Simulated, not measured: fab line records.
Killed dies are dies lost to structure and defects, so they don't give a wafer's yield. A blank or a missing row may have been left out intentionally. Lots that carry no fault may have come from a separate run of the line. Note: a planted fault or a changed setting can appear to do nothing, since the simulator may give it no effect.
Matching of chambers    flow nand harc    pecvd-03 running NHARC_P_M0_DEP_32: 3 sister chambers
The step deposits SiCN, target thk 30 nm. 3 wafers are shown with their chamber, then 11 later ones without.

== WAFERS WITH THEIR CHAMBER ==
wafer   chamber  showerhead vpp V (V)
L087.4  0        1403
L087.6  1        1357
L090.3  2        1254

== WAFERS WHOSE CHAMBER IS MISSING ==
wafer   showerhead vpp V (V)
L090.5  1235
L090.6  1357
L092.3  1355
L092.4  1387
L092.6  1265
L094.4  1404
L094.5  1353
L094.6  1246
L095.1  1377
L095.5  1269
L095.6  1401

== CHAMBER TAKEN BY EACH ==
wafer    from the rows above       in truth
L090.5   2                         2
L090.6   1                         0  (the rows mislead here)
L092.3   1                         1
L092.4   can't be placed: 0 or 1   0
L092.6   2                         2
L094.4   0                         0
L094.5   1                         1
L094.6   2                         2
L095.1   can't be placed: 1 or 0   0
L095.5   2                         2
L095.6   0                         0
Placed correctly: 8 of 11. Cannot be placed on the basis of these rows: 2; the candidates contain the true chamber in 2. 1 placed wrongly.
How it was worked out, from the rows above alone: a wafer's distance from a chamber is the root of the sum, over the readings, of the square of ((its reading less the chamber's mean) divided by the reading's scatter). If the next closest chamber is less than 2 further off than the closest, the wafer can't be placed; otherwise it belongs to the closest. Each chamber's mean is taken over the wafers shown for it. The scatter: root of mean squared gap, hidden wafer to nearest shown wafer, with one shown wafer a chamber.
